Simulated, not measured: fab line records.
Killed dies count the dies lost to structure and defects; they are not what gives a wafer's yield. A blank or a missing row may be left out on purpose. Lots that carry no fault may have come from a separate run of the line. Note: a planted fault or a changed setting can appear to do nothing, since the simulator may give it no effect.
Lot-split experiment -- flow n5_finfet -- 39 wafers read across 7 lots, on a route 1938 steps long

SPLIT DETAILS
At N5_SPACER0_ALD_08 (deposits SiNx, target thk 2 nm), the setting target_thk_a was moved away from the recipe's 20 angstrom on 15 of the 39 wafers read, by -13.8% to +5.7%. All remaining wafers had this setting at the recipe value.

FROM THE SPLIT TO THE READING: what the file shows between them, 3 steps
- N5_SD_EPI_N_COAT_32: time 60 s, resist thk 350 nm
- N5_SD_EPI_N_SD_RECESS_17: chemistry HBr/Cl2/O2, target depth 41 nm, time 23.7 s, bt time 3 s
- N5_SD_EPI_N_STRIP_38: strips in N2/H2

THE READING
SiNx_of_SPACER0_ALD_08.thk_nm (the simulator's own value, which no gauge read), in nm, at N5_SD_EPI_N_WET_ETCH_43 (etches SiO2 in dHF, time 14 s, target depth 1.5 nm). The file does not state a usual value for it.

wafer,"tool, chamber at the split","target_thk_a as run, angstrom",against the recipe,"SiNx_of_SPACER0_ALD_08.thk_nm, nm",against lot-mates on the recipe
L077.1,"ald_sin-02, 0,3,1",18.08,-9.6%,1.4,-0.2
L077.3,"ald_sin-02, 0,3,1",18.08,-9.6%,1.4,-0.2
L077.6,"ald_sin-02, 0,3,1",18.08,-9.6%,1.4,-0.2
L077.2,"ald_sin-02, 2,1,2",20,recipe,1.6,-
L077.4,"ald_sin-02, 2,1,2",20,recipe,1.6,-
L077.5,"ald_sin-02, 2,1,2",20,recipe,1.6,-
L081.1,"ald_sin-01, 2,3,3",20,recipe,1.6,-
L081.2,"ald_sin-01, 2,3,3",20,recipe,1.6,-
L081.6,"ald_sin-01, 2,3,3",20,recipe,1.6,-
L083.1,"ald_sin-01, 3,2,1",21.07,+5.4%,1.6,+0.0
L083.5,"ald_sin-01, 3,2,1",21.07,+5.4%,1.6,+0.0
L083.6,"ald_sin-01, 3,2,1",21.07,+5.4%,1.6,+0.0
L083.2,"ald_sin-01, 0,2,1",20,recipe,1.6,-
L083.3,"ald_sin-01, 0,2,1",20,recipe,1.6,-
L083.4,"ald_sin-01, 0,2,1",20,recipe,1.6,-
L085.1,"ald_sin-01, 2,0,2",21.14,+5.7%,1.6,+0.0
L085.2,"ald_sin-01, 2,0,2",21.14,+5.7%,1.6,+0.0
L085.6,"ald_sin-01, 2,0,2",21.14,+5.7%,1.6,+0.0
L085.3,"ald_sin-01, 3,1,3",20,recipe,1.6,-
L085.4,"ald_sin-01, 3,1,3",20,recipe,1.6,-
L085.5,"ald_sin-01, 3,1,3",20,recipe,1.6,-
L088.1,"ald_sin-04, 2,3,3",20,recipe,1.6,-
L088.2,"ald_sin-04, 2,3,3",20,recipe,1.6,-
L088.6,"ald_sin-04, 2,3,3",20,recipe,1.6,-
L088.3,"ald_sin-04, 0,1,2",18.02,-9.9%,1.4,-0.2
L088.4,"ald_sin-04, 0,1,2",18.02,-9.9%,1.4,-0.2
L088.5,"ald_sin-04, 0,1,2",18.02,-9.9%,1.4,-0.2
L091.1,"ald_sin-02, 0,1,3,2,2,1",20,recipe,1.6,-
L091.2,"ald_sin-02, 0,1,3,2,2,1",20,recipe,1.6,-
L091.3,"ald_sin-02, 0,1,3,2,2,1",20,recipe,1.6,-
L091.4,"ald_sin-02, 0,1,3,2,2,1",20,recipe,1.6,-
L091.5,"ald_sin-02, 0,1,3,2,2,1",20,recipe,1.6,-
L091.6,"ald_sin-02, 0,1,3,2,2,1",20,recipe,1.6,-
L093.1,"ald_sin-01, 1,2,0",20,recipe,1.6,-
L093.2,"ald_sin-01, 1,2,0",20,recipe,1.6,-
L093.6,"ald_sin-01, 1,2,0",20,recipe,1.6,-
L093.3,"ald_sin-01, 0,3,1",17.23,-13.8%,1.2,-0.4
L093.4,"ald_sin-01, 0,3,1",17.23,-13.8%,1.2,-0.4
L093.5,"ald_sin-01, 0,3,1",17.23,-13.8%,1.2,-0.4
If several chambers appear in one row, that row covers several wafers at once and the file leaves open which wafer was in which chamber.

THE FIT
A straight line over all 39 wafers: SiNx_of_SPACER0_ALD_08.thk_nm changes by +0.0199 nm for each +1% of target_thk_a; r = +0.92; the points scatter about the line by 0.049 nm.
The same after taking each lot's own level away (the mean of its wafers on the recipe; 39 wafers): +0.0199 nm for each +1%; r = +0.92; scatter 0.049 nm.
Per that fit: largest target_thk_a move, reading shift of 0.28 nm.
The lots' own levels span 1.60 to 1.60 nm.
The two slopes agree, so the slope changes little with the lot-to-lot level.
Check: with one of the wafers moved furthest among these (-13.8%) left out of the fit, the line predicts -0.287 nm for it against its lot-mates. Against them it came out at -0.4 nm.

THE FILE'S OWN FIT
SiNx_of_SPACER0_ALD_08.thk_nm changes by +0.0213 nm for each +1% of target_thk_a, r = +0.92.
